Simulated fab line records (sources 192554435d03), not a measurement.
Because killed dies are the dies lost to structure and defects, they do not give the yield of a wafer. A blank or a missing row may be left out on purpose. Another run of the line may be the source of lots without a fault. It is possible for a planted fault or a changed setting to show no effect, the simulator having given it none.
fab line records -- flow n5Finfet
record lots=7, wafers=21
route steps=1938 shown WELL_APT@21 PMOS_HMC_CHANNEL_EPI@63 SD_EPI_N@288 SD_EPI_P@321 SD_ACTIVATION@331 HKMG_FIN@402 GATE_CUT@469
startH: hours from the record's opening day to when the first of the lot's shown wafers began -- waitH: how many hours have passed since the lot's step before this one -- " unchanged from the row above -- L1.1+2: a row that stands for several wafers -- - no value present, or no start provided -- * or withheld: withheld -- < > ~ a bound
route shown NAME@n: a module of which the file shows steps, and the number in the route of the first -- usual: average and standard deviation across the fault-free wafers -- same: alike in all rows -- chamber/n: place in a boat -- sites: per-site readings -- _std_site: their standard deviation -- _edge_site: outer sites' mean less inner sites' -- radiusMm: for every site, how far away it sits from the centre of the wafer -- mask NAME#n: copy n -- behind: the last tool/chamber to shape the wafer -- hold: cause of the lot's hold/its duration in hours/its outcome -- device: the n, p or np transistor that did not switch -- end of line: the route-end tests of the same wafers -- a step given without rows: its recipe and nothing more -- killed: dies lost to structure and defects at the first sort, not the wafer's yield -- map: shows each die of a wafer: x if killed, . if not, _ if none is there
set.NAME: setting as actually run; set.NAME@STEP: the setting as run at that earlier step -- model.NAME: the simulator's own value behind a step, which no gauge read
lots whose settings were changed on purpose; a table a step, a row a wafer
## steps
# step N5_WELL_APT_COAT_02
# recipe spinRpm=1357, resistThkNm=950
lot.wafer,tool,chamber,startH,waitH,set.spinRpm,model.coat_of_WELL_APT_COAT_02.thkNm
L074.3,lithoTrack-01,0,-,-,1292,975.9
L074.4,lithoTrack-01,0,-,-,1357,949.4
L074.6,lithoTrack-01,0,-,-,1357,950.9
L082.3,lithoTrack-04,0,-,-,1357,952.5
L082.4,lithoTrack-04,0,-,-,1357,951.6
L082.5,lithoTrack-04,0,-,-,1357,954.7
L084.2,lithoTrack-04,0,-,-,1357,950.4
L084.5,lithoTrack-04,0,-,-,1357,949.7
L084.6,lithoTrack-04,0,-,-,1357,948.1
L087.2,lithoTrack-04,0,-,-,1357,948.5
L087.3,lithoTrack-04,0,-,-,1237,995.4
L087.4,lithoTrack-04,0,-,-,1357,947.6
L089.3,lithoTrack-02,0,-,-,1357,950.5
L089.4,lithoTrack-02,0,-,-,1402,934.1
L089.6,lithoTrack-02,0,-,-,1357,949.3
L096.1,lithoTrack-01,0,-,-,1210,1008
L096.2,lithoTrack-01,0,-,-,1210,1012
L096.6,lithoTrack-01,0,-,-,1357,952.5
L097.4,lithoTrack-02,0,-,-,1420,928.7
L097.5,lithoTrack-02,0,-,-,1357,953.1
L097.6,lithoTrack-02,0,-,-,1357,953.4
# step N5_WELL_APT_PEB_06
# recipe pebTempC=130, pebTimeS=90
lot.wafer,tool,chamber,startH,waitH,set.pebTempC
L074.3+4,lithoTrack-02,0,13.75,0.0,133.4
L074.6,lithoTrack-02,0,13.75,0.0,130
L082.3+5,lithoTrack-01,0,61.84,0.0,133.5
L082.4,lithoTrack-01,0,61.84,0.0,130
L084.2+5+6,lithoTrack-02,0,73.82,0.0,130
L087.2+4,lithoTrack-04,0,91.84,0.0,130
L087.3,lithoTrack-04,0,91.84,0.0,127.2
L089.3+4,lithoTrack-01,0,103.61,0.0,133.2
L089.6,lithoTrack-01,0,103.61,0.0,130
L096.1+6,lithoTrack-01,0,145.80,0.1,130
L096.2,lithoTrack-01,0,145.80,0.1,128.7
L097.4+5+6,lithoTrack-02,0,151.70,0.0,130
# step N5_WELL_APT_DEVELOP_07
# recipe developTimeS=45, rinseLiquid=surfactantRinse, dry=airSpin, devTempC=21
# step N5_WELL_APT_HARDBAKE_12
# recipe tempC=130, timeS=120
# step N5_WELL_APT_CD_MEAS_08
# recipe targetCdNm=200, landingEnergyEv=500, detector=seInlens
# usual cdNm=199.3/2.9
lot.wafer,tool,chamber,startH,waitH,set.pebTempC@WELL_APT_PEB_06,cdNm
L074.3,cdSem-02,0,13.87,-,133.4,214.9
L074.4,cdSem-02,0,13.87,-,133.4,219.1
L074.6,cdSem-02,0,13.87,-,130,203.4
L082.3,cdSem-02,0,61.96,-,133.5,211.2
L082.4,cdSem-02,0,61.96,-,130,195.1
L082.5,cdSem-02,0,61.96,-,133.5,211.2
L084.2,cdSem-02,0,73.94,-,130,199.8
L084.5,cdSem-02,0,73.94,-,130,202.2
L084.6,cdSem-02,0,73.94,-,130,199.6
L087.2,cdSem-02,0,91.95,-,130,201.6
L087.3,cdSem-02,0,91.95,-,127.2,182.8
L087.4,cdSem-02,0,91.95,-,130,200.0
L089.3,cdSem-03,0,103.72,-,133.2,207.2
L089.4,cdSem-03,0,103.72,-,133.2,206.7
L089.6,cdSem-03,0,103.72,-,130,193.8
L096.1,cdSem-03,0,145.92,-,130,193.0
L096.2,cdSem-03,0,145.92,-,128.7,187.6
L096.6,cdSem-03,0,145.92,-,130,200.1
L097.4,cdSem-03,0,151.82,-,130,202.4
L097.5,cdSem-03,0,151.82,-,130,204.0
L097.6,cdSem-03,0,151.82,-,130,199.9
# step N5_WELL_APT_DESCUM_13
# recipe chemistry=O2, timeS=7.9, sourcePowerW=50, biasPowerW=20, pressureMtorr=20, rfFrequencyHz=2.712e+07, tempC=40, o2FlowSccm=225
lot.wafer,tool,chamber,startH,waitH,set.pebTempC@WELL_APT_PEB_06,model.WELL_APT.cdNm
L074.3,rieDiel-06,3,14.08,0.2,133.4,215.1
L074.4,rieDiel-06,2,14.08,0.2,133.4,219.4
L074.6,rieDiel-06,3,14.08,0.2,130,203.6
L082.3,rieDiel-02,1,62.51,0.5,133.5,211.3
L082.4,rieDiel-02,2,62.51,0.5,130,194.8
L082.5,rieDiel-02,0,62.51,0.5,133.5,210.8
L084.2,rieDiel-06,2,74.28,0.3,130,200
L084.5,rieDiel-06,2,74.28,0.3,130,202.7
L084.6,rieDiel-06,0,74.28,0.3,130,199.7
L087.2,rieDiel-03,2,92.55,0.5,130,201.9
L087.3,rieDiel-03,0,92.55,0.5,127.2,182.6
L087.4,rieDiel-03,3,92.55,0.5,130,200.4
L089.3,rieDiel-06,2,104.11,0.3,133.2,207
L089.4,rieDiel-06,2,104.11,0.3,133.2,206.7
L089.6,rieDiel-06,1,104.11,0.3,130,193.6
L096.1,rieDiel-02,1,146.01,0.0,130,192.9
L096.2,rieDiel-02,2,146.01,0.0,128.7,187.5
L096.6,rieDiel-02,1,146.01,0.0,130,200.1
L097.4,rieDiel-02,3,152.24,0.4,130,202.6
L097.5,rieDiel-02,2,152.24,0.4,130,204
L097.6,rieDiel-02,1,152.24,0.4,130,199.9
# step N5_PMOS_HMC_CHANNEL_EPI_PEB_07
# recipe pebTempC=110, pebTimeS=60, resist=CAR-ArF-block
lot.wafer,tool,chamber,startH,waitH,set.pebTimeS
L074.3+4,lithoTrack-03,0,17.64,0.0,54.95
L074.6,lithoTrack-03,0,17.64,0.0,60
L082.3+4+5,lithoTrack-03,0,65.67,0.0,60
L084.2+5+6,lithoTrack-04,0,77.82,0.0,60
L087.2+3+4,lithoTrack-04,0,96.04,0.0,60
L089.3,lithoTrack-05,0,107.51,0.0,60
L089.4+6,lithoTrack-05,0,107.51,0.0,70.91
L096.1,lithoTrack-05,0,149.43,0.1,60
L096.2+6,lithoTrack-05,0,149.43,0.1,46.97
L097.4,lithoTrack-03,0,155.60,0.0,60
L097.5+6,lithoTrack-03,0,155.60,0.0,70.08
# step N5_PMOS_HMC_CHANNEL_EPI_DEVELOP_08
# recipe developTimeS=30, developer=TMAH, resist=CAR-ArF-block, devTempC=23, rinseLiquid=diw, dry=airSpin
# step N5_PMOS_HMC_CHANNEL_EPI_CD_MEAS_09
# recipe targetCdNm=237.4, landingEnergyEv=500, detector=seInlens
# usual cdNm=237.4/0.93
lot.wafer,tool,chamber,startH,waitH,set.pebTimeS@PMOS_HMC_CHANNEL_EPI_PEB_07,cdNm
L074.3,cdSem-01,0,17.71,-,54.95,234.6
L074.4,cdSem-01,0,17.71,-,54.95,236.0
L074.6,cdSem-01,0,17.71,-,60,236.7
L082.3,cdSem-02,0,65.74,-,60,237.4
L082.4,cdSem-02,0,65.74,-,60,236.9
L082.5,cdSem-02,0,65.74,-,60,236.6
L084.2,cdSem-03,0,77.88,-,60,235.7
L084.5,cdSem-03,0,77.88,-,60,238.2
L084.6,cdSem-03,0,77.88,-,60,236.3
L087.2,cdSem-03,0,96.11,-,60,238.5
L087.3,cdSem-03,0,96.11,-,60,235.8
L087.4,cdSem-03,0,96.11,-,60,236.7
L089.3,cdSem-02,0,107.58,-,60,237.4
L089.4,cdSem-02,0,107.58,-,70.91,244.0
L089.6,cdSem-02,0,107.58,-,70.91,246.2
L096.1,cdSem-03,0,149.50,-,60,238.4
L096.2,cdSem-03,0,149.50,-,46.97,225.2
L096.6,cdSem-03,0,149.50,-,46.97,227.2
L097.4,cdSem-02,0,155.66,-,60,237.8
L097.5,cdSem-02,0,155.66,-,70.08,243.8
L097.6,cdSem-02,0,155.66,-,70.08,242.5
# step N5_PMOS_HMC_CHANNEL_EPI_DESCUM_14
# recipe chemistry=O2, timeS=7.9, sourcePowerW=50, biasPowerW=20, pressureMtorr=20, rfFrequencyHz=2.712e+07, tempC=40, resist=CAR-ArF-block, o2FlowSccm=225
lot.wafer,tool,chamber,startH,waitH,set.pebTimeS@PMOS_HMC_CHANNEL_EPI_PEB_07,model.PMOS_HMC_CHANNEL_EPI.cdNm
L074.3,rieDiel-05,2,17.79,0.0,54.95,234.8
L074.4,rieDiel-05,3,17.79,0.0,54.95,235.6
L074.6,rieDiel-05,1,17.79,0.0,60,236.7
L082.3,rieDiel-04,3,65.83,0.0,60,237.6
L082.4,rieDiel-04,2,65.83,0.0,60,236.9
L082.5,rieDiel-04,1,65.83,0.0,60,236.3
L084.2,rieDiel-05,0,77.97,0.0,60,235.5
L084.5,rieDiel-05,0,77.97,0.0,60,237.6
L084.6,rieDiel-05,1,77.97,0.0,60,236.8
L087.2,rieDiel-01,2,96.43,0.3,60,238.5
L087.3,rieDiel-01,0,96.43,0.3,60,235.8
L087.4,rieDiel-01,3,96.43,0.3,60,236.8
L089.3,rieDiel-05,3,107.66,0.0,60,237.2
L089.4,rieDiel-05,3,107.66,0.0,70.91,244
L089.6,rieDiel-05,1,107.66,0.0,70.91,246.2
L096.1,rieDiel-01,0,149.62,0.1,60,238
L096.2,rieDiel-01,1,149.62,0.1,46.97,225.5
L096.6,rieDiel-01,2,149.62,0.1,46.97,227.2
L097.4,rieDiel-01,0,155.76,0.0,60,237.7
L097.5,rieDiel-01,1,155.76,0.0,70.08,243.5
L097.6,rieDiel-01,2,155.76,0.0,70.08,242.9
# step N5_PMOS_HMC_CHANNEL_EPI_ETCH_32
# recipe chemistry=N2/H2, target=BARC, stopOn=SiO2, targetDepthA=858, overEtchFrac=0.3, timeS=50.3, ionEnergyEv=200, maskMaterial=CAR-ArF-block, pressureMtorr=30, sourceW=840, biasW=150, n2FlowSccm=200, h2FlowSccm=200
# usual rfVppV=525.5/1.8
lot.wafer,tool,chamber,startH,waitH,set.biasW,set.pebTimeS@PMOS_HMC_CHANNEL_EPI_PEB_07,rfVppV,model.PMOS_HMC_CHANNEL_EPI.cdNm
L074.3,rieDiel-05,2,17.83,0.0,150,54.95,524.6,237.2
L074.4,rieDiel-05,3,17.83,0.0,127.6,54.95,474.4,237.9
L074.6,rieDiel-05,1,17.83,0.0,150,60,527.1,240.5
L082.3,rieDiel-04,3,65.86,0.0,150,60,525.8,240.4
L082.4,rieDiel-04,2,65.86,0.0,170,60,570.1,240.6
L082.5,rieDiel-04,1,65.86,0.0,150,60,527.2,238
L084.2,rieDiel-05,0,78.00,0.0,150,60,525.6,237.4
L084.5,rieDiel-05,0,78.00,0.0,150,60,529.0,239.9
L084.6,rieDiel-05,1,78.00,0.0,150,60,525.3,240.5
L087.2,rieDiel-01,2,96.46,0.0,150,60,522.5,241
L087.3,rieDiel-01,0,96.46,0.0,150,60,524.1,239.6
L087.4,rieDiel-01,3,96.46,0.0,150,60,521.5,239.4
L089.3,rieDiel-05,3,107.70,0.0,150,60,525.7,240.4
L089.4,rieDiel-05,3,107.70,0.0,163.5,70.91,555.8,246.7
L089.6,rieDiel-05,1,107.70,0.0,150,70.91,525.3,248.7
L096.1,rieDiel-01,0,149.65,0.0,140.6,60,501.5,242.1
L096.2,rieDiel-01,1,149.65,0.0,140.6,46.97,506.5,227.3
L096.6,rieDiel-01,2,149.65,0.0,150,46.97,522.6,229.8
L097.4,rieDiel-01,0,155.80,0.0,150,60,522.8,241.7
L097.5,rieDiel-01,1,155.80,0.0,150,70.08,527.9,245
L097.6,rieDiel-01,2,155.80,0.0,131.2,70.08,479.8,244.7
# step N5_SD_EPI_N_EPI_21
# recipe material=Si:P, dopant=P, tempC=680, pressureTorr=255, timeS=690
lot.wafer,tool,chamber,startH,waitH,set.timeS,model.Si-P_of_SD_EPI_N_EPI_21.thkNm
L074.3,epiRpcvd-04,0,50.41,0.9,690,58.8
L074.4,epiRpcvd-04,0,50.41,0.9,690,57.8
L074.6,epiRpcvd-04,0,50.41,0.9,690,58.4
L082.3,epiRpcvd-04,0,99.92,0.7,690,58.6
L082.4,epiRpcvd-04,0,99.92,0.7,651.8,56.8
L082.5,epiRpcvd-04,0,99.92,0.7,651.8,57.2
L084.2+6,epiRpcvd-04,0,115.51,0.4,690,59.2
L084.5,epiRpcvd-04,0,115.51,0.4,690,59
L087.2,epiRpcvd-04,0,133.53,0.4,732.4,61.4
L087.3+4,epiRpcvd-04,0,133.53,0.4,690,59.4
L089.3,epiRpcvd-04,0,142.27,0.7,690,59.6
L089.4,epiRpcvd-04,0,142.27,0.7,624.5,55.4
L089.6,epiRpcvd-04,0,142.27,0.7,690,58.6
L096.1+6,epiRpcvd-03,0,184.44,0.1,794.4,65.2
L096.2,epiRpcvd-03,0,184.44,0.1,690,59.4
L097.4,epiRpcvd-03,0,190.17,0.9,690,59
L097.5,epiRpcvd-03,0,190.17,0.9,761.4,63.8
L097.6,epiRpcvd-03,0,190.17,0.9,761.4,63.4
# step N5_SD_EPI_N_EPI_MEAS_23
# recipe mode=xrd
# usual thkNm=59.1/1.1
lot.wafer,tool,chamber,startH,waitH,set.timeS@SD_EPI_N_EPI_21,thkNm
L074.3,filmMetro-02,-,51.94,1.2,690,61.0
L074.4,filmMetro-02,-,51.94,1.2,690,56.6
L074.6,filmMetro-02,-,51.94,1.2,690,58.7
L082.3,filmMetro-01,-,101.08,0.9,690,59.3
L082.4,filmMetro-01,-,101.08,0.9,651.8,56.5
L082.5,filmMetro-01,-,101.08,0.9,651.8,56.0
L084.2,filmMetro-02,-,116.95,1.2,690,58.6
L084.5,filmMetro-02,-,116.95,1.2,690,60.0
L084.6,filmMetro-02,-,116.95,1.2,690,59.8
L087.2,filmMetro-01,-,134.97,1.2,732.4,62.5
L087.3,filmMetro-01,-,134.97,1.2,690,59.2
L087.4,filmMetro-01,-,134.97,1.2,690,60.2
L089.3,filmMetro-02,-,143.43,0.9,690,58.8
L089.4,filmMetro-02,-,143.43,0.9,624.5,55.4
L089.6,filmMetro-02,-,143.43,0.9,690,58.5
L096.1,filmMetro-02,-,186.17,1.5,794.4,66.0
L096.2,filmMetro-02,-,186.17,1.5,690,59.2
L096.6,filmMetro-02,-,186.17,1.5,794.4,65.1
L097.4,filmMetro-01,-,191.05,0.6,690,57.1
L097.5,filmMetro-01,-,191.05,0.6,761.4,64.1
L097.6,filmMetro-01,-,191.05,0.6,761.4,64.0
# step N5_SD_EPI_P_EPI_21
# recipe material=SiGe:B, dopant=B, tempC=550, pressureTorr=20, ambient=H2, timeS=355
lot.wafer,tool,chamber,startH,waitH,set.epiGrowthTimeS,model.SiGe-B_of_SD_EPI_P_EPI_21.thkNm
L074.3,epiRpcvd-04,0,55.91,1.4,355,60
L074.4,epiRpcvd-04,0,55.91,1.4,375.3,62.6
L074.6,epiRpcvd-04,0,57.83,3.2,355,60.2
L082.3+4,epiRpcvd-04,0,104.56,1.1,355,59.8
L082.5,epiRpcvd-04,0,104.56,1.1,355,59.4
L084.2+5,epiRpcvd-04,0,119.90,0.5,355,61.2
L084.6,epiRpcvd-04,0,121.34,1.8,355,61
L087.2,epiRpcvd-04,0,137.83,0.5,335.6,59.4
L087.3,epiRpcvd-04,0,137.83,0.5,335.6,59.8
L087.4,epiRpcvd-04,0,137.83,0.5,355,62
L089.3,epiRpcvd-03,0,146.98,1.1,355,61
L089.4,epiRpcvd-03,0,146.98,1.1,355,59.4
L089.6,epiRpcvd-03,0,146.98,1.1,355,60.4
L096.1+2,epiRpcvd-04,0,188.59,0.1,355,62.2
L096.6,epiRpcvd-04,0,190.39,1.8,355,61.2
L097.4,epiRpcvd-04,0,194.52,1.1,355,61.2
L097.5,epiRpcvd-04,0,194.52,1.1,355,61
L097.6,epiRpcvd-04,0,194.52,1.1,340.4,59.2
# step N5_SD_EPI_P_HM_STRIP_48
# recipe chemistry=H3PO4, tempC=160, material=SiNx, target=SiNx, targetDepthA=30, overetchFraction=0.3
lot.wafer,tool,chamber,startH,waitH,set.epiGrowthTimeS@SD_EPI_P_EPI_21,model.SiGe-B_of_SD_EPI_P_EPI_21.thkNm
L074.3,wetBench-06,2,58.55,0.0,355,59.6
L074.4,wetBench-06,5,58.55,0.0,375.3,62.2
L074.6,wetBench-06,0,58.55,0.0,355,60
L082.3,wetBench-04,0,106.55,0.0,355,59.4
L082.4,wetBench-04,1,106.55,0.0,355,59.6
L082.5,wetBench-04,3,106.55,0.0,355,59.2
L084.2+6,wetBench-06,"6,7",121.79,0.0,355,60.8
L084.5,wetBench-06,0,121.79,0.0,355,61
L087.2,wetBench-03,2,139.70,0.0,335.6,59
L087.3,wetBench-03,1,139.70,0.0,335.6,59.6
L087.4,wetBench-03,3,139.70,0.0,355,61.8
L089.3,wetBench-03,1,148.98,0.0,355,60.6
L089.4,wetBench-03,5,148.98,0.0,355,59.2
L089.6,wetBench-03,6,148.98,0.0,355,60.2
L096.1+2,wetBench-06,"2,7",190.82,0.0,355,62
L096.6,wetBench-06,3,190.82,0.0,355,61
L097.4,wetBench-06,7,195.68,0.0,355,61
L097.5,wetBench-06,1,195.68,0.0,355,60.8
L097.6,wetBench-06,6,195.68,0.0,340.4,58.8
# step N5_SD_ACTIVATION_LSA_01
# recipe tempC=1080, timeS=0.0008, ambient=N2
# usual wafer_temp_C_max=1087.5/1.7
lot.wafer,tool,chamber,startH,waitH,set.tempC,wafer_temp_C_max
L074.3,laserAnneal-01,0,59.10,0.2,1080,1087.8
L074.4,laserAnneal-01,0,59.10,0.2,1091,1099.3
L074.6,laserAnneal-01,0,59.10,0.2,1080,1087.5
L082.3,laserAnneal-01,0,106.98,0.2,1112,1117.8
L082.4,laserAnneal-01,0,106.98,0.2,1080,1087.6
L082.5,laserAnneal-01,0,106.98,0.2,1112,1121.1
L084.2,laserAnneal-01,0,122.18,0.2,1080,1089.5
L084.5,laserAnneal-01,0,122.18,0.2,1080,1087.3
L084.6,laserAnneal-01,0,122.18,0.2,1080,1090.3
L087.2,laserAnneal-02,0,140.11,0.2,1060,1070.0
L087.3,laserAnneal-02,0,140.11,0.2,1080,1086.5
L087.4,laserAnneal-02,0,140.11,0.2,1080,1085.4
L089.3,laserAnneal-02,0,149.41,0.2,1070,1075.8
L089.4,laserAnneal-02,0,149.41,0.2,1070,1075.7
L089.6,laserAnneal-02,0,149.41,0.2,1080,1085.7
L096.1,laserAnneal-01,0,191.19,0.2,1080,1089.3
L096.2,laserAnneal-01,0,191.19,0.2,1048,1059.9
L096.6,laserAnneal-01,0,191.19,0.2,1048,1055.4
L097.4,laserAnneal-02,0,196.13,0.2,1049,1055.4
L097.5,laserAnneal-02,0,196.13,0.2,1080,1084.8
L097.6,laserAnneal-02,0,196.13,0.2,1080,1086.3
# step N5_HKMG_FIN_ETCH_54
# recipe chemistry=CF4, target=SiARC, targetDepthA=455, maskMaterial=CAR-ArF, timeS=75.8, ionEnergyEv=80, pressureMtorr=40, sourceW=545, biasW=36, Ar_flow_sccm=100, cf4FlowSccm=100, ends=cleared
# usual rfVppV=183.9/1.1
lot.wafer,tool,chamber,startH,waitH,set.biasW,rfVppV
L074.3,rieDiel-03,2,72.17,0.0,36,183.9
L074.4,rieDiel-03,3,72.17,0.0,36,184.0
L074.6,rieDiel-03,1,72.17,0.0,32.45,171.8
L082.3,rieDiel-03,3,122.54,0.0,36,185.1
L082.4,rieDiel-03,2,122.54,0.0,33.95,178.3
L082.5,rieDiel-03,3,122.54,0.0,33.95,177.3
L084.2,rieDiel-06,2,135.23,0.0,36,184.4
L084.5,rieDiel-06,3,135.23,0.0,36,183.9
L084.6,rieDiel-06,2,135.23,0.0,36,183.9
L087.2,rieDiel-03,2,153.34,0.0,32.23,170.1
L087.3,rieDiel-03,1,153.34,0.0,36,183.4
L087.4,rieDiel-03,3,153.34,0.0,36,183.5
L089.3,rieDiel-02,1,164.70,0.0,36,184.1
L089.4,rieDiel-02,0,164.70,0.0,36,182.5
L089.6,rieDiel-02,0,164.70,0.0,36,185.2
L096.1,rieDiel-02,2,205.04,0.0,31.93,168.8
L096.2,rieDiel-02,3,205.04,0.0,36,184.3
L096.6,rieDiel-02,2,205.04,0.0,36,183.7
L097.4,rieDiel-03,1,210.31,0.0,36,184.4
L097.5,rieDiel-03,1,210.31,0.0,39.24,194.8
L097.6,rieDiel-03,0,210.31,0.0,36,184.9
# step N5_HKMG_FIN_ETCH_55
# recipe chemistry=N2/H2, target=SOC, targetDepthA=2400, tempC=40, timeS=300, ionEnergyEv=200, maskMaterial=SiARC, pressureMtorr=30, sourceW=840, biasW=150, n2FlowSccm=200, h2FlowSccm=200
lot.wafer,tool,chamber,startH,waitH,set.timeS,model.HKMG_FIN.featureDepthNm,model.etch.depthNm
L074.3,rieDiel-03,2,72.23,0.0,300,231.8,231.8
L074.4,rieDiel-03,3,72.23,0.0,331.9,253.6,253.6
L074.6,rieDiel-03,1,72.23,0.0,331.9,258.4,258.3
L082.3,rieDiel-03,3,122.59,0.0,300,226.2,226.2
L082.4,rieDiel-03,2,122.59,0.0,300,233.6,233.5
L082.5,rieDiel-03,3,122.59,0.0,300,225.2,225.2
L084.2,rieDiel-06,2,135.29,0.0,300,247.8,247.9
L084.5,rieDiel-06,3,135.29,0.0,300,238.6,238.7
L084.6,rieDiel-06,2,135.29,0.0,300,246.4,246.3
L087.2,rieDiel-03,2,153.40,0.0,253.6,199.4,199.4
L087.3,rieDiel-03,1,153.40,0.0,300,234.4,234.5
L087.4,rieDiel-03,3,153.40,0.0,253.6,191,190.9
L089.3,rieDiel-02,1,164.76,0.0,267.1,211.4,211.4
L089.4,rieDiel-02,0,164.76,0.0,300,229,229
L089.6,rieDiel-02,0,164.76,0.0,267.1,203.6,203.6
L096.1,rieDiel-02,2,205.09,0.0,300,241.6,241.7
L096.2,rieDiel-02,3,205.09,0.0,300,244.8,244.7
L096.6,rieDiel-02,2,205.09,0.0,300,241.2,241.1
L097.4,rieDiel-03,1,210.37,0.0,300,233.6,233.5
L097.5,rieDiel-03,1,210.37,0.0,279.9,215.4,215.5
L097.6,rieDiel-03,0,210.37,0.0,300,246.2,246.2
# step N5_GATE_CUT_ETCH_58
# recipe chemistry=CH3F/O2, target=SiNx, targetDepthA=170, timeS=128.6, ionEnergyEv=50, pressureMtorr=30, sourceW=415, biasW=21, Ar_flow_sccm=150, CH3F_flow_sccm=30, O2_flow_sccm=20
lot.wafer,tool,chamber,startH,waitH,set.timeS,model.etch.depthNm
L074.3,rieDiel-05,2,80.51,0.0,151,19.45
L074.4,rieDiel-05,1,80.51,0.0,128.6,17.12
L074.6,rieDiel-05,1,80.51,0.0,151,19.73
L082.3+5,rieDiel-05,2,130.60,0.0,128.6,16.89
L082.4,rieDiel-05,0,130.60,0.0,128.6,17.27
L084.2,rieDiel-01,1,144.77,0.0,128.6,16.67
L084.5,rieDiel-01,0,144.77,0.0,128.6,16.49
L084.6,rieDiel-01,1,144.77,0.0,128.6,16.66
L087.2,rieDiel-05,0,162.23,0.2,149.3,20.35
L087.3,rieDiel-05,1,162.23,0.2,149.3,19.74
L087.4,rieDiel-05,0,162.23,0.2,128.6,17.52
L089.3,rieDiel-04,1,172.75,0.0,110.7,14.82
L089.4,rieDiel-04,0,172.75,0.0,110.7,14.46
L089.6,rieDiel-04,3,172.75,0.0,128.6,17.6
L096.1,rieDiel-04,0,213.22,0.1,142.2,18.57
L096.2,rieDiel-04,1,213.22,0.1,142.2,19.22
L096.6,rieDiel-04,2,213.22,0.1,128.6,17.32
L097.4,rieDiel-05,1,218.36,0.1,128.6,16.59
L097.5,rieDiel-05,2,218.36,0.1,128.6,16.86
L097.6,rieDiel-05,3,218.36,0.1,128.6,15.96
## key
split step=N5_WELL_APT_COAT_02, setting=spinRpm, stated=1357, by=wafer
response step=N5_WELL_APT_COAT_02, reading=model.coat_of_WELL_APT_COAT_02.thkNm, change=-5.3, per=1%, r=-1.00
split step=N5_WELL_APT_PEB_06, setting=pebTempC, stated=130, by=wafer
response step=N5_WELL_APT_CD_MEAS_08, reading=cdNm, change=+6.18, per=1%, r=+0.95
response step=N5_WELL_APT_DESCUM_13, reading=model.WELL_APT.cdNm, change=+6.24, per=1%, r=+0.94
split step=N5_PMOS_HMC_CHANNEL_EPI_PEB_07, setting=pebTimeS, stated=60, by=wafer
response step=N5_PMOS_HMC_CHANNEL_EPI_CD_MEAS_09, reading=cdNm, change=+0.439, per=1%, r=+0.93
response step=N5_PMOS_HMC_CHANNEL_EPI_DESCUM_14, reading=model.PMOS_HMC_CHANNEL_EPI.cdNm, change=+0.435, per=1%, r=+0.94
response step=N5_PMOS_HMC_CHANNEL_EPI_ETCH_32, reading=model.PMOS_HMC_CHANNEL_EPI.cdNm, change=+0.436, per=1%, r=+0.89
split step=N5_PMOS_HMC_CHANNEL_EPI_ETCH_32, setting=biasW, stated=150, by=wafer
response step=N5_PMOS_HMC_CHANNEL_EPI_ETCH_32, reading=rfVppV, change=+3.41, per=1%, r=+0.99
split step=N5_SD_EPI_N_EPI_21, setting=timeS, stated=690, by=wafer
response step=N5_SD_EPI_N_EPI_21, reading=model.Si-P_of_SD_EPI_N_EPI_21.thkNm, change=+0.387, per=1%, r=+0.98
response step=N5_SD_EPI_N_EPI_MEAS_23, reading=thkNm, change=*, per=1%, r=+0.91
split step=N5_SD_EPI_P_EPI_21, setting=epiGrowthTimeS, stated=355, by=wafer
response step=N5_SD_EPI_P_EPI_21, reading=model.SiGe-B_of_SD_EPI_P_EPI_21.thkNm, change=+0.443, per=1%, r=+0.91
response step=N5_SD_EPI_P_HM_STRIP_48, reading=model.SiGe-B_of_SD_EPI_P_EPI_21.thkNm, change=+0.453, per=1%, r=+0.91
split step=N5_SD_ACTIVATION_LSA_01, setting=tempC, stated=1080, by=wafer
response step=N5_SD_ACTIVATION_LSA_01, reading=wafer_temp_C_max, change=*, per=1%, r=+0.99
split step=N5_HKMG_FIN_ETCH_54, setting=biasW, stated=36, by=wafer
response step=N5_HKMG_FIN_ETCH_54, reading=rfVppV, change=+1.26, per=1%, r=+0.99
split step=N5_HKMG_FIN_ETCH_55, setting=timeS, stated=300, by=wafer
response step=N5_HKMG_FIN_ETCH_55, reading=model.HKMG_FIN.featureDepthNm, change=+2.44, per=1%, r=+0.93
response step=N5_HKMG_FIN_ETCH_55, reading=model.etch.depthNm, change=+2.44, per=1%, r=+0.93
split step=N5_GATE_CUT_ETCH_58, setting=timeS, stated=128.6, by=wafer
response step=N5_GATE_CUT_ETCH_58, reading=model.etch.depthNm, change=+0.163, per=1%, r=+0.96
